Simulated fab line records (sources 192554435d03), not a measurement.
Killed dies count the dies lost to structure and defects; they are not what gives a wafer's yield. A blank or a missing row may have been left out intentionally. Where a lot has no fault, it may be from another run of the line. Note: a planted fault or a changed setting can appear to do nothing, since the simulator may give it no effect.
fab line records	flow n5_finfet
record: lots: 6	wafers: 18	last_day: 21
route steps=1938 shown HKMG_FIN@449 BEOL_M4@1111 PASSIVATION@1936
lots that met no fault: from a run of the same line without faults
start_h: the number of hours between the record's first day and the start of the first shown wafer of the lot	wait_h: hours elapsed since this lot's preceding step	" repeats the value in the row above	L1.1+2: a single row standing in for several wafers	- no value, or no start was given	* or withheld: withheld	< > ~ a bound
route shown NAME@n: a module of which the file shows steps, and the number in the route of the first	usual: mean and standard deviation over wafers with no fault	same: alike in all rows	chamber/n: place in a boat	sites: each site's reading	_std_site: standard deviation of those values	_edge_site: inner sites' mean taken away from outer sites' mean	radius_mm: how far each site lies from the wafer's centre	mask NAME#n: copy n	behind: the tool/chamber that last shaped the wafer	hold: what put the lot on hold/how long, in hours/how the hold closed	device: the transistor (n, p or np) that didn't switch	end of line: the route-end tests of the same wafers	a step given without rows: its recipe and nothing more	killed: count of dies lost to structure and defects at first sort (not the wafer's yield)	map: a wafer's dies, marking killed ones x, the rest . and places with no die _
set.NAME: the setting as run; set.NAME@STEP: as run at that earlier step	model.NAME: the simulator's own value behind a step, which no gauge read
lots at selected steps of the route; one table per step, one row per wafer
services: from which hour (start_h, from the record's first day; less than 0 if before it) a tool's chamber was out of use, for how many hours, and why
== steps ==
step: N5_HKMG_FIN_ALD_71
recipe: material: TiN	target_thk_a: 10	temp_c: 400	ald_precursor_family: TiCl4	ald_co_reactant: NH3	pulse_time_s: 1	purge_time_s: 3	co_reactant_purge_time_s: 2	co_reactant_pulse_time_s: 2	ald_cycles: 47	pressure_torr: 3
usual: heater_power_w: 865/96	precursor_pulse_height_rel: 1.003/0.019
lot.wafer	tool	chamber	start_h	wait_h	heater_power_w	precursor_pulse_height_rel
L797.1	ald_metal-01	1	128.42	0.0	949	1.020
L797.4	"	2	"	"	844	0.991
L797.5	"	2	"	"	833	0.981
L800.1	ald_metal-04	2	149.43	0.0	829	1.011
L800.5	"	2	"	"	861	1.018
L800.6	"	1	"	"	744	0.995
L805.1	ald_metal-01	1	178.81	0.0	946	0.990
L805.2	"	3	"	"	868	1.028
L805.6	"	1	"	"	955	0.985
L806.1	ald_metal-02	1	186.14	0.0	1099	0.994
L806.4	"	0	"	"	1025	0.989
L806.6	"	1	"	"	1075	1.016
L810.3	ald_metal-04	2	208.85	0.0	862	0.998
L810.4	"	3	"	"	778	0.996
L810.6	"	3	"	"	783	1.034
L811.1	ald_metal-04	2	216.51	0.0	859	0.989
L811.2	"	1	"	"	767	1.008
L811.3	"	0	"	"	895	0.970
step: N5_HKMG_FIN_COAT_66
recipe: resist: SOC	temp_c: 250	time_s: 60	spin_rpm: 1500	resist_thk_nm: 300
step: N5_HKMG_FIN_ETCH_67
recipe: chemistry: N2/H2	target: SOC	target_depth_a: 3889	stop_on: TiN	ion_energy_ev: 100	bias_w: 61	pressure_mtorr: 30	source_w: 850	n2_flow_sccm: 200	h2_flow_sccm: 200
step: N5_HKMG_FIN_STRIP_90
recipe: chemistry: N2/H2	material: SOC	time_s: 20	power_w: 500	temp_c: 40	pressure_mtorr: 50	rf_frequency_hz: 6e+07	bias_power_w: 8	h2_frac: 0.5	n2_flow_sccm: 300	h2_flow_sccm: 300
usual: drypump_motor_current_A: 5.69/0.22	oes_product_au: 0.76/0.062	power_w: 500.2/1.5	rf_vpp_V: 54.2/0.83	showerhead_plenum_p_Torr: 3.37/0.11	throttle_valve_pct: 19.1/0.34
lot.wafer	tool	chamber	start_h	wait_h	drypump_motor_current_A	oes_product_au	power_w	rf_hours_counter_h	rf_vpp_V	showerhead_plenum_p_Torr	throttle_valve_pct
L797.1	rie_diel-04	3	128.82	0.0	5.26	0.75	500.7	145	54.4	3.50	19.5
L797.4	"	3	"	"	5.26	0.74	503.2	-	54.4	3.50	19.5
L797.5	"	2	"	"	5.44	0.69	498.6	-	53.9	3.48	19.5
L800.1	rie_diel-01	1	150.00	0.0	5.54	0.85	499.4	53	55.0	3.54	19.3
L800.5	"	1	"	"	5.57	0.84	500.2	-	54.7	3.54	19.3
L800.6	"	2	"	"	5.66	0.74	497.6	-	53.9	3.37	19.6
L805.1	rie_diel-03	0	179.30	0.0	5.54	0.71	498.3	200	54.6	3.30	18.7
L805.2	"	1	"	"	5.80	0.82	498.2	109	53.1	3.23	19.0
L805.6	"	1	"	"	5.77	0.82	501.0	-	53.7	3.23	19.0
L806.1	rie_diel-03	0	186.57	0.0	5.52	0.72	500.9	203	55.1	3.30	18.8
L806.4	"	2	"	"	5.98	0.72	500.1	172	55.0	3.48	18.9
L806.6	"	3	"	"	5.67	0.78	499.4	-	53.4	3.20	18.5
L810.3	rie_diel-03	2	209.25	0.0	5.97	0.72	502.4	180	54.2	3.47	18.9
L810.4	"	2	"	"	5.98	0.72	501.8	-	53.4	3.47	18.9
L810.6	"	3	"	"	5.66	0.77	498.3	-	52.7	3.20	18.5
L811.1	rie_diel-01	3	216.91	0.0	5.87	0.96	498.5	1	54.4	3.31	18.8
L811.2	"	2	"	"	5.64	0.71	501.1	176	55.0	3.36	19.7
L811.3	"	1	"	"	5.58	0.81	500.9	83	54.2	3.53	19.3
step: N5_HKMG_FIN_WET_ETCH_73
recipe: chemistry: SC1	mix: 1:2:40	temp_c: 50	time_s: 42.3	target_depth_nm: 1.3	dry: ipa_marangoni	rinse_time_s: 30	rinse_temp_c: 23
step: N5_HKMG_FIN_ETCHBACK_68
recipe: chemistry: Cl2/Ar	stop_on: HfO2	target_depth_a: 5	pressure_mtorr: 10	icp_w: 600	bias_w: 60	Cl2_flow_sccm: 40	Ar_flow_sccm: 60
step: N5_HKMG_FIN_STRIP_69
recipe: chemistry: N2/H2	power_w: 2500	temp_c: 300	h2_frac: 0.65	time_s: 360	pressure_mtorr: withheld	n2_flow_sccm: 1750	h2_flow_sccm: 3250
usual: drypump_motor_current_A: 6.2/0.35	heater_power_w: 427/22
lot.wafer	tool	chamber	start_h	wait_h	drypump_motor_current_A	heater_power_w	rf_hours_counter_h
L797.1	plasma_asher-02	1	129.24	0.2	6.4	406	40
L797.4	"	0	"	"	5.9	402	-
L797.5	"	1	"	"	6.4	415	-
L800.1	plasma_asher-02	0	150.30	0.1	5.9	400	44
L800.5	"	1	"	"	6.4	402	-
L800.6	"	0	"	"	5.9	393	-
L805.1	plasma_asher-01	1	179.60	0.1	5.8	460	113
L805.2	"	0	"	"	6.6	417	113
L805.6	"	1	"	"	5.8	453	-
L806.1	plasma_asher-01	0	186.93	0.1	6.6	419	115
L806.4	"	0	"	"	6.6	423	-
L806.6	"	0	"	"	6.6	416	-
L810.3	plasma_asher-01	0	209.67	0.2	6.6	424	-
L810.4	"	1	"	"	5.7	461	-
L810.6	"	1	"	"	5.7	453	-
L811.1	plasma_asher-01	0	217.33	0.2	6.6	425	118
L811.2	"	1	"	"	5.8	455	118
L811.3	"	0	"	"	6.6	442	-
step: N5_HKMG_FIN_ALD_21
recipe: material: TiN	target_thk_a: 15	temp_c: 400	ald_precursor_family: TiCl4	ald_co_reactant: NH3	pulse_time_s: 1	purge_time_s: 3	co_reactant_purge_time_s: 2	co_reactant_pulse_time_s: 2	ald_cycles: 68	pressure_torr: 3
usual: heater_power_w: 872/110	precursor_pulse_height_rel: 0.999/0.021
lot.wafer	tool	chamber	start_h	wait_h	heater_power_w	precursor_pulse_height_rel
L797.1	ald_metal-04	1	129.62	0.3	780	0.997
L797.4	"	3	"	"	763	0.969
L797.5	"	0	"	"	895	1.021
L800.1	ald_metal-02	2	150.68	0.3	756	0.999
L800.5	"	3	"	"	826	0.990
L800.6	"	2	"	"	755	0.984
L805.1	ald_metal-02	3	179.99	0.3	816	0.985
L805.2	"	0	"	"	1023	0.971
L805.6	"	2	"	"	760	1.008
L806.1	ald_metal-02	2	187.31	0.3	759	0.999
L806.4	"	1	"	"	1100	0.978
L806.6	"	2	"	"	763	0.983
L810.3	ald_metal-01	0	209.93	0.1	805	0.998
L810.4	"	2	"	"	811	0.989
L810.6	"	3	"	"	864	1.004
L811.1	ald_metal-01	1	217.72	0.3	939	1.024
L811.2	"	2	"	"	841	1.002
L811.3	"	0	"	"	800	1.027
step: N5_HKMG_FIN_ALD_72
recipe: material: W	target_thk_a: 20	temp_c: 300	pressure_torr: 7.5	ald_precursor_family: WF6	ald_co_reactant: B2H6	pulse_time_s: 1	purge_time_s: 2	co_reactant_purge_time_s: 2	co_reactant_pulse_time_s: 3	ald_cycles: 7
step: N5_HKMG_FIN_W_FILL_22
recipe: material: W	target_thk_a: 600	temp_c: 400	pressure_torr: 39.4	time_s: 18.2
step: N5_HKMG_FIN_PRECLEAN_83
recipe: chemistry: DIW	time_s: 57.5	temp_c: 23
step: N5_HKMG_FIN_SRD_84
recipe: dry_time_s: 32	dry: n2_spin	spin_rpm: 1500
step: N5_HKMG_FIN_CMP_23
recipe: stop_on: SiNx	t_overpolish_s: 10	post_cmp_clean: rinse_only	down_force_psi: 4	platen_rpm: 50.289	pad_velocity_m_s: 1.0006	target_thk_nm: 46.326
usual: motor_current_A: 12.3/1	overpolish_run_s: 10.001/0.0097	pad_life_wafers: 884/540	retaining_ring_pressure_frac: 1.000/0.0045	time_to_endpoint_s: 11.5/3
lot.wafer	tool	chamber	start_h	wait_h	motor_current_A	overpolish_run_s	pad_life_wafers	retaining_ring_pressure_frac	time_to_endpoint_s
L797.1	cmp-03	2	130.23	0.1	13.1	10.001	961	1.001	12.5
L797.4	"	3	"	"	11.6	9.993	962	0.991	11.7
L797.5	"	2	"	"	12.7	9.988	-	1.003	11.8
L800.1	cmp-04	3	151.30	0.1	13.6	10.001	187	1.001	4.7
L800.5	"	2	"	"	12.8	9.990	-	0.999	13.0
L800.6	"	3	"	"	13.5	10.007	-	1.002	5.5
L805.1	cmp-04	1	180.52	0.0	12.2	10.006	456	1.005	16.7
L805.2	"	2	"	"	11.6	10.021	457	0.993	12.7
L805.6	"	1	"	"	12.0	3.406	-	1.003	24.8
L806.1	cmp-04	2	187.87	0.0	12.5	9.976	528	0.999	15.6
L806.4	"	0	"	"	12.1	10.004	530	0.994	11.1
L806.6	"	3	"	"	14.1	9.041	-	1.001	19.5
L810.3	cmp-03	3	210.63	0.2	11.7	10.003	1664	0.996	11.4
L810.4	"	0	"	"	13.0	9.998	1665	0.998	12.7
L810.6	"	2	"	"	13.8	10.008	-	1.004	11.3
L811.3	cmp-01	2	218.35	0.1	11.7	10.003	1848	0.999	8.1
L811.1	"	3	"	"	11.4	10.022	1849	1.002	11.0
L811.2	"	0	"	"	13.6	9.992	1850	0.996	13.7
step: N5_HKMG_FIN_CMP_94
recipe: stop_on: SiNx	post_cmp_clean: w_dilute_nh4oh	t_overpolish_s: 4.7	down_force_psi: 4	platen_rpm: 50.289	pad_velocity_m_s: 1.0006	target_thk_nm: 43.299
usual: motor_current_A: 12.3/1	pad_life_wafers: 890/540	retaining_ring_pressure_frac: 1.000/0.0047
lot.wafer	tool	chamber	start_h	wait_h	motor_current_A	pad_life_wafers	retaining_ring_pressure_frac
L797.1	cmp-03	2	130.66	0.3	13.3	967	1.000
L797.4	"	3	"	"	11.0	968	1.011
L797.5	"	2	"	"	12.9	-	0.999
L800.1	cmp-04	3	151.73	0.3	13.6	193	1.000
L800.5	"	2	"	"	12.2	-	0.998
L800.6	"	3	"	"	13.4	-	0.996
L805.1	cmp-04	1	181.00	0.4	11.9	462	0.996
L805.2	"	2	"	"	12.1	463	1.004
L805.6	"	1	"	"	11.8	-	0.994
L806.1	cmp-04	2	188.35	0.4	12.5	534	1.007
L806.4	"	0	"	"	10.9	536	0.999
L806.6	"	3	"	"	13.0	-	0.998
L810.3	cmp-03	3	211.01	0.3	11.2	1670	1.001
L810.4	"	0	"	"	13.1	1671	1.000
L810.6	"	2	"	"	13.8	-	0.995
L811.3	cmp-01	2	218.83	0.4	11.6	1854	1.002
L811.1	"	3	"	"	11.3	1855	0.999
L811.2	"	0	"	"	13.5	1856	1.004
step: N5_BEOL_M4_RC_MEAS_101
usual: DIBL_N: 36.1/2.3	DIBL_P: 36/3.2	IOFF_N: 0.16/0.045	IOFF_P: 0.21/0.049	ION_N: 674/14	ION_P: 462/8.4	SS_N: 71.6/0.83	SS_P: 73.2/0.87	VT_N: 249/3.8	VT_P: -250/3.4
lot.wafer	tool	chamber	start_h	wait_h	DIBL_N[mV/V]	DIBL_P[mV/V]	IOFF_N[nA/um]	IOFF_P[nA/um]	ION_N[uA/um]	ION_P[uA/um]	SS_N[mV/dec]	SS_P[mV/dec]	VT_N[mV]	VT_P[mV]
L800.1	prober-02	0	297.13	0.0	32.9	32	0.10	0.15	648	454	70.0	72.0	254	-256
L800.5	"	0	"	"	35.3	35	0.13	0.18	676	466	71.2	72.4	253	-250
L800.6	"	0	"	"	38.4	37	0.19	0.23	682	469	71.9	73.2	249	-250
L797.1	prober-01	0	313.45	0.0	33.5	33	0.12	0.18	649	449	71.8	73.2	255	-251
L797.4	"	0	"	"	31.5	31	0.10	0.15	663	462	69.8	72.0	255	-253
L797.5	"	0	"	"	32.1	31	0.10	0.15	642	447	71.7	72.7	258	-252
L805.1	prober-01	0	354.89	0.0	36.6	38	0.16	0.21	665	455	72.2	73.6	249	-253
L805.2	"	0	"	"	37.1	39	0.17	0.21	666	450	72.2	74.7	248	-253
L805.6	"	0	"	"	36.1	38	0.17	0.19	683	466	72.7	73.5	247	-255
L806.1	prober-02	0	355.51	0.0	32.8	31	0.12	0.17	675	467	70.1	72.3	249	-251
L806.4	"	0	"	"	38.0	37	0.21	0.26	693	476	71.4	73.5	242	-247
L806.6	"	0	"	"	34.9	34	0.16	0.22	682	478	70.3	73.2	245	-246
L810.3	prober-02	0	364.75	0.3	36.8	34	0.16	0.18	681	461	70.7	73.5	247	-251
L810.4	"	0	"	"	34.9	32	0.13	0.17	685	471	70.6	71.9	248	-253
L810.6	"	0	"	"	39.1	36	0.19	0.20	686	461	71.7	73.6	248	-251
L811.1	prober-01	0	393.78	0.0	34.9	36	0.14	0.20	675	466	71.4	73.1	251	-250
L811.2	"	0	"	"	38.5	40	0.20	0.25	690	463	72.2	73.7	248	-248
L811.3	"	0	"	"	39.8	41	0.23	0.28	678	463	73.0	74.4	249	-249
step: N5_PASSIVATION_PROBE_49
usual: defect_limited_yield: 90.9/1.6	killed_at_M0_to_M3: 37/11	killed_at_M4_up: 15/5.6	killed_at_contacts: 13/6.4	killed_at_front_end: 39/11	killed_at_other: 4/3.1	killed_dies: 107/19	killed_open: 71/14	killed_short: 34/7.8	sort_bin_5_function: 5.3/1	sort_bin_6_memory: 3.4/0.72	sort_bin_8_speed: 0.0/0.42	sort_n_pass: 1072/20	sort_yield_pct: 90.9/1.7
same: gross_dies: 1180	killed_at_back_side: 0	sort_bin_4_leakage[%]: 0
lot.wafer	tool	chamber	start_h	wait_h	defect_limited_yield[%]	killed_at_M0_to_M3	killed_at_M4_up	killed_at_contacts	killed_at_front_end	killed_at_other	killed_dies	killed_open	killed_short	sort_bin_5_function[%]	sort_bin_6_memory[%]	sort_bin_8_speed[%]	sort_n_pass	sort_yield_pct[%]
L800.1	prober-02	-	429.14	0.0	91.2	39	10	10	43	2	104	76	23	4.9	3.8	0	1076	91.2
L800.5	prober-02	-	429.34	0.2	90.7	32	19	19	33	7	110	64	45	6.1	3.1	0	1070	90.7
L800.6	prober-02	-	429.39	0.3	92.9	32	6	18	24	4	84	52	29	3.7	3.3	0	1096	92.9
L805.1	prober-01	-	473.83	0.0	91.5	34	8	20	36	2	100	65	34	5.0	3.1	0	1080	91.5
L805.2	prober-01	-	473.88	0.1	91.1	30	14	6	47	8	105	61	38	5.2	3.4	0	1075	91.1
L805.6	prober-01	-	474.08	0.3	91.0	24	23	12	39	8	106	77	25	5.1	3.6	0	1074	91.0
L806.1	prober-02	-	491.52	0.0	90.1	24	18	18	56	1	117	69	48	6.3	3.4	0	1063	90.1
L806.4	prober-02	-	491.67	0.2	89.4	22	17	15	68	3	125	86	36	6.6	3.7	0	1055	89.4
L806.6	prober-02	-	491.77	0.3	92.3	11	20	15	38	7	91	59	32	5.3	2.0	0	1089	92.3
L811.1	prober-02	-	506.77	0.5	91.4	41	4	10	45	2	102	65	36	4.7	3.6	0	1078	91.4
L811.2	prober-02	-	506.82	0.5	88.4	66	19	5	45	2	137	79	56	6.5	4.6	0	1043	88.4
L811.3	prober-02	-	506.87	0.6	89.7	57	10	9	44	2	122	80	37	5.3	4.4	0	1058	89.7
killed by level:class
L800.1 FIN_SAQP:geometric_particle:open=18 STI_FIN_REVEAL:geometric_particle:open=8 MOL_CONTACT_COAG:geometric_particle:open=8 BEOL_M3:geometric_particle:open=8 BEOL_M4:geometric_particle:open=6 BEOL_M0_SAQP:geometric_particle:short=6 BEOL_M2:geometric_particle:open=5 FIN_SAQP:geometric_particle:short=4
L800.5 MOL_CONTACT_COAG:geometric_particle:open=16 BEOL_M4:geometric_particle:open=12 FIN_SAQP:geometric_particle:short=9 BEOL_M3:geometric_particle:open=8 FIN_SAQP:geometric_particle:open=5 BEOL_M0_SAQP:geometric_particle:open=5 STARTING-WAFER:geometric_particle:short=5 STARTING-WAFER:geometric_particle:open=4
L800.6 MOL_CONTACT_COAG:geometric_particle:open=14 FIN_SAQP:geometric_particle:short=9 BEOL_M1:geometric_particle:open=9 FIN_SAQP:geometric_particle:open=7 BEOL_M3:geometric_particle:open=5 BEOL_M1:geometric_particle:short=4 MOL_CONTACT_COAG:geometric_particle:short=3 BEOL_M0_SAQP:geometric_particle:short=3
L805.1 MOL_CONTACT_COAG:geometric_particle:open=14 FIN_SAQP:geometric_particle:open=11 BEOL_M0_SAQP:geometric_particle:short=9 STI_FIN_REVEAL:geometric_particle:open=7 BEOL_M0_SAQP:geometric_particle:open=7 BEOL_M2:geometric_particle:open=7 MOL_CONTACT_COAG:geometric_particle:short=6 STI_FIN_REVEAL:geometric_particle:short=4
L805.2 BEOL_M3:geometric_particle:open=8 FIN_SAQP:geometric_particle:short=7 FIN_SAQP:geometric_particle:open=6 ILD0:geometric_particle:open=5 DUMMY_GATE:geometric_particle:short=4 DUMMY_GATE:geometric_particle:open=4 BEOL_M0_SAQP:geometric_particle:open=4 BEOL_M0:geometric_particle:open=4
L805.6 MOL_CONTACT_COAG:geometric_particle:open=12 BEOL_M4:geometric_particle:open=11 STI_FIN_REVEAL:geometric_particle:open=10 FIN_SAQP:geometric_particle:open=9 GATE_CUT:geometric_particle:short=8 BEOL_M0_SAQP:geometric_particle:open=8 BEOL_M3:geometric_particle:open=6 BEOL_M5:geometric_particle:open=4
L806.1 MOL_CONTACT_COAG:geometric_particle:open=16 FIN_SAQP:geometric_particle:short=13 STI_FIN_REVEAL:geometric_particle:open=10 FIN_SAQP:geometric_particle:open=9 BEOL_M0_SAQP:geometric_particle:short=6 BEOL_M1:geometric_particle:open=5 BEOL_M2:geometric_particle:open=5 BEOL_M4:geometric_particle:open=5
L806.4 FIN_SAQP:geometric_particle:open=19 FIN_SAQP:geometric_particle:short=18 BEOL_M4:geometric_particle:open=14 STI_FIN_REVEAL:geometric_particle:open=13 MOL_CONTACT_COAG:geometric_particle:open=12 BEOL_M0_SAQP:geometric_particle:open=6 BEOL_M3:geometric_particle:open=6 DUMMY_GATE:geometric_particle:open=5
L806.6 MOL_CONTACT_COAG:geometric_particle:open=14 BEOL_M4:geometric_particle:open=14 FIN_SAQP:geometric_particle:short=10 FIN_SAQP:geometric_particle:open=8 STI_FIN_REVEAL:geometric_particle:open=7 MIM_BOT:geometric_particle:short=4 BEOL_M2:geometric_particle:open=3 BEOL_M4:geometric_particle:short=3
L811.1 FIN_SAQP:geometric_particle:open=20 FIN_SAQP:geometric_particle:short=10 BEOL_M0_SAQP:geometric_particle:open=9 MOL_CONTACT_COAG:geometric_particle:open=8 BEOL_M0_SAQP:geometric_particle:short=7 BEOL_M2:geometric_particle:short=7 BEOL_M2:geometric_particle:open=6 BEOL_M1:geometric_particle:open=5
L811.2 BEOL_M0_SAQP:geometric_particle:short=24 FIN_SAQP:geometric_particle:open=18 BEOL_M0_SAQP:geometric_particle:open=15 FIN_SAQP:geometric_particle:short=13 BEOL_M1:geometric_particle:open=8 BEOL_M3:geometric_particle:open=8 BEOL_M4:geometric_particle:open=5 BEOL_M0:geometric_particle:open=5
L811.3 BEOL_M0_SAQP:geometric_particle:open=16 BEOL_M2:geometric_particle:open=14 BEOL_M0_SAQP:geometric_particle:short=12 FIN_SAQP:geometric_particle:open=10 STI_FIN_REVEAL:geometric_particle:open=9 FIN_SAQP:geometric_particle:short=8 MOL_CONTACT_COAG:geometric_particle:open=7 STARTING-WAFER:geometric_particle:short=7
== services ==
tool	chamber	start_h	hours	kind
ald_metal-02	0	111.21	23.8	repair
rie_diel-01	-	114.20	2.8	pm
rie_diel-03	2	115.16	18.1	repair
cmp-04	-	115.41	4.0	pm
cmp-04	-	119.41	-	consumable_replace:conditioner
cmp-04	-	119.41	-	consumable_replace:pad
cmp-04	-	126.54	5.1	pm
rie_diel-04	0	128.41	-	clean
rie_diel-04	0	128.41	-	consumable_replace:focus_ring
ald_metal-01	-	129.35	0.9	repair
ald_metal-02	2	130.18	8.3	repair
cmp-01	-	155.52	4.0	repair
plasma_asher-02	-	157.59	1.5	repair
plasma_asher-02	-	170.52	2.0	repair
cmp-04	-	172.27	0.4	repair
cmp-03	-	183.47	7.5	pm
rie_diel-01	3	191.56	-	clean
rie_diel-01	3	191.56	-	consumable_replace:focus_ring
rie_diel-01	3	191.56	22.6	scheduled_down
rie_diel-01	3	191.56	22.6	vent_cycle
plasma_asher-01	-	191.83	15.6	pm
rie_diel-03	0	206.78	4.0	repair
cmp-01	-	210.51	4.5	pm
cmp-01	-	215.48	1.9	repair
== key ==
first_sign: step: N5_HKMG_FIN_CMP_23	reading: overpolish_run_s	direction: down	sigmas: 99+	usual: 10.001	struck: 6.224
effect: step: N5_HKMG_FIN_CMP_23	reading: time_to_endpoint_s	direction: up	sigmas: 3.6	usual: *	struck: *
met_at N5_HKMG_FIN_CMP_23
struck_wafers L805.6,L806.6
onset_between 151.30 180.52
fault: kind: process_parameter_drift	tool: cmp-04	chamber: -	onset_h: 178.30	steps: N5_HKMG_FIN_CMP_23	channel: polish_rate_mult	offset: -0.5	shape: step	end_h: 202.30	scope: struck_wafers_only
